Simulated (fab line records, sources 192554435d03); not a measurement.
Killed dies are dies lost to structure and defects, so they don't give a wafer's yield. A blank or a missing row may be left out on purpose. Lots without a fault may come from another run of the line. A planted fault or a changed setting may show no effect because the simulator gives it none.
Chamber matching | flow n5_finfet | N5_BEOL_M10_CMP_52 on cmp-01: 4 sister chambers
The step polishes, stops on SiCOH lowk, t overpolish 7 s, target thk 140 nm. 16 wafers are shown with their chamber, then 8 later ones without.

WAFERS WITH THEIR CHAMBER
wafer  | chamber | motor_current_A (A) | time_to_endpoint_s (s) | barrier_field_endpoint_s (s)
L078.4 | 0       | 6.1                 | 67                     | 29.3
L078.5 | 1       | 5.7                 | 63                     | 27.9
L078.6 | 0       | 6.2                 | 65                     | 29.0
L077.1 | 2       | 6.5                 | 70                     | 29.0
L077.2 | 0       | 6.3                 | 68                     | 28.9
L077.4 | 1       | 5.5                 | 67                     | 28.9
L079.3 | 2       | 6.3                 | 68                     | 29.4
L079.4 | 1       | 5.4                 | 65                     | 29.4
L079.6 | 2       | 6.7                 | 68                     | 29.2
L081.2 | 2       | 6.6                 | 66                     | 28.8
L081.4 | 3       | 5.8                 | 64                     | 28.2
L081.5 | 2       | 6.4                 | 69                     | 29.0
L090.2 | 2       | 6.4                 | 66                     | 29.3
L090.3 | 0       | 6.2                 | 67                     | 28.8
L090.4 | 3       | 6.1                 | 64                     | 28.6
L094.1 | 2       | 6.2                 | 74                     | 29.9

SIGNATURES (means of the wafers above)
reading                  | chamber 0 | chamber 1 | chamber 2 | chamber 3 | scatter within a chamber
motor_current_A          | 6.200     | 5.533     | 6.443     | 5.950     | 0.155
time_to_endpoint_s       | 66.75     | 65.00     | 68.71     | 64.00     | 2.2
barrier_field_endpoint_s | 29.000    | 28.733    | 29.229    | 28.400    | 0.424
Rule: a wafer's distance from a chamber is the root of the sum, over the readings, of the square of ((its reading less the chamber's mean) divided by the reading's scatter). The wafer belongs to the nearest chamber; if the next one is less than 2 further off, it can't be placed. The scatter: the root of (the sum of the squares of (reading less its chamber's mean) over the shown wafers, divided by (wafers less chambers)).

WAFERS WITHOUT THEIR CHAMBER
wafer  | motor_current_A (A) | time_to_endpoint_s (s) | barrier_field_endpoint_s (s)
L094.3 | 5.9                 | 67                     | 28.3
L094.5 | 6.3                 | 66                     | 29.9
L097.4 | 6.5                 | 70                     | 29.9
L097.5 | 6.0                 | 67                     | 29.1
L097.6 | 6.5                 | 71                     | 29.5
L096.1 | 5.8                 | 63                     | 29.0
L096.4 | 5.4                 | 66                     | 29.7
L096.6 | 6.4                 | 69                     | 29.9

WHICH CHAMBER EACH WENT THROUGH
wafer  | from the rows above               | in truth
L094.3 | can't be placed: 3 or 0 or 1      | 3
L094.5 | can't be placed: 2 or 0           | 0
L097.4 | can't be placed: 2 or 0           | 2
L097.5 | can't be placed: 0 or 3 or 2 or 1 | 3
L097.6 | can't be placed: 2 or 0           | 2
L096.1 | can't be placed: 3 or 1 or 0      | 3
L096.4 | 1                                 | 1
L096.6 | can't be placed: 2 or 0           | 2
Placed correctly: 1 of 8. Can't be placed from these rows: 7 (the true chamber is among the candidates in 7). Placed wrongly: 0.
